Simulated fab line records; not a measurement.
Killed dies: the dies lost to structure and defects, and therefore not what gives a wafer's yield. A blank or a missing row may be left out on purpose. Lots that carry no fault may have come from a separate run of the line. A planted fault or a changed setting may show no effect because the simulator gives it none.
What tool caused it? ; flow nandHarc ; 72 wafers from 24 lots sampled at 2 of the route's 1159 steps

WHAT THE GAUGES SHOWED, per wafer
NHARC_P_BONDPAD_THK_MEAS_33: measures by ellipsometry. Usual: thkNm at 199.6 nm, with a standard deviation of 1.6.
lot;measured;on;thkNm (nm);flag
L074;day 5 22:34;filmMetro-02;198.5 200.9 198.6;
L075;day 6 07:58;filmMetro-02;198.5 199.9 196.5;
L076;day 7 04:33;filmMetro-01;199.4 198.5 199.8;
L077;day 7 06:05;filmMetro-02;199.5 200.2 201.0;
L079;day 7 06:46;filmMetro-01;199.6 200.0 198.7;
L078;day 7 13:34;filmMetro-02;200.7 201.0 201.0;
L081;day 8 03:37;filmMetro-01;198.5 199.1 198.0;
L080;day 8 04:01;filmMetro-02;202.4 201.0 202.4;
L082;day 8 14:18;filmMetro-02;197.6 195.5 197.3;
L083;day 8 20:16;filmMetro-02;198.2 197.5 198.0;
L084;day 9 02:05;filmMetro-02;201.6 198.4 198.6;
L087;day 10 07:17;filmMetro-02;200.1 199.0 201.4;
L086;day 10 07:33;filmMetro-01;203.5 199.9 201.4;
L085;day 10 08:19;filmMetro-01;201.0 199.7 200.9;
L088;day 10 09:02;filmMetro-01;198.7 198.8 198.3;
L089;day 10 12:05;filmMetro-01;197.6 200.1 200.5;
L090;day 10 15:53;filmMetro-01;199.2 197.9 197.3;
L092;day 10 18:02;filmMetro-01;199.6 200.5 198.3;
L091;day 10 19:10;filmMetro-01;200.9 200.3 200.2;
L094;day 11 01:20;filmMetro-01;197.3 197.2 200.7;
L093;day 11 02:16;filmMetro-01;198.3 203.4 202.2;
L095;day 11 18:34;filmMetro-02;199.0 199.4 198.4;
L096;day 11 18:45;filmMetro-02;201.2 201.0 200.6;
L097;day 12 04:04;filmMetro-01;197.8 197.8 199.5;

NHARC_A_ONON_D1_THK_MEAS_11: measures by ellipsometry. Usual: thkNm at 1000 nm, with a standard deviation of 12.
lot;measured;on;thkNm (nm);flag
L074;day 7 10:28;filmMetro-02;1021 1023 1022;
L075;day 7 10:49;filmMetro-02;985 984 984;
L076;day 8 09:27;filmMetro-02;997 994 996;
L077;day 8 09:28;filmMetro-01;989 992 992;
L079;day 8 09:28;filmMetro-02;995 993 995;
L078;day 8 18:36;filmMetro-02;1000 1000 998;
L081;day 9 08:30;filmMetro-02;1005 1003 1004;
L080;day 9 08:30;filmMetro-01;991 992 990;
L082;day 9 21:23;filmMetro-02;995 995 994;
L083;day 10 01:13;filmMetro-02;991 988 992;
L084;day 10 07:02;filmMetro-02;999 997 999;
L087;day 11 12:50;filmMetro-01;1012 1013 1012;
L086;day 11 12:42;filmMetro-02;1009 1009 1011;
L085;day 11 12:29;filmMetro-01;992 991 992;
L088;day 11 12:21;filmMetro-02;1006 1007 1008;
L089;day 11 20:52;filmMetro-01;983 984 984;
L090;day 11 20:30;filmMetro-02;1002 1002 1001;
L092;day 11 20:47;filmMetro-02;990 989 990;
L091;day 11 20:43;filmMetro-01;1029 1029 1029;
L094;day 12 07:52;filmMetro-01;992 990 992;
L093;day 12 07:52;filmMetro-02;1017 1015 1014;
L095;day 12 23:56;filmMetro-01;1010 1010 1012;
L096;day 12 23:55;filmMetro-01;996 997 996;
L097;day 13 10:00;filmMetro-01;989 988 985;

WHAT TOOL EACH LOT RAN ON (gives the tool, then ch and the chambers of the sampled wafers, and finally the start)
The record holds no process step before these readings.

WHAT THE TOOLS THEMSELVES READ (means of the sampled wafers that have a number; where no wafer has one, the mark that the record gives instead)
The record holds no such reading with a usual standard deviation.

THE ANSWER, worked out from the rows above alone
Rule: take the mean of a lot's wafers that have a number; if it is more than 3 standard deviations from the usual mean, the lot is off. Also off: a lot with no number at a reading for which 4 or more lots have one. All remaining lots with rows at the step are treated as sound. First the gauges in route order, then the tools' own readings, where a lot's mean is used as printed above. At the first step where some lot is off, the reading lying furthest off is the one used; lots without a number count as furthest.
None of the lots is off at any reading shown; this tells nothing.

WHAT HAD BEEN PUT IN BY THE SIMULATOR
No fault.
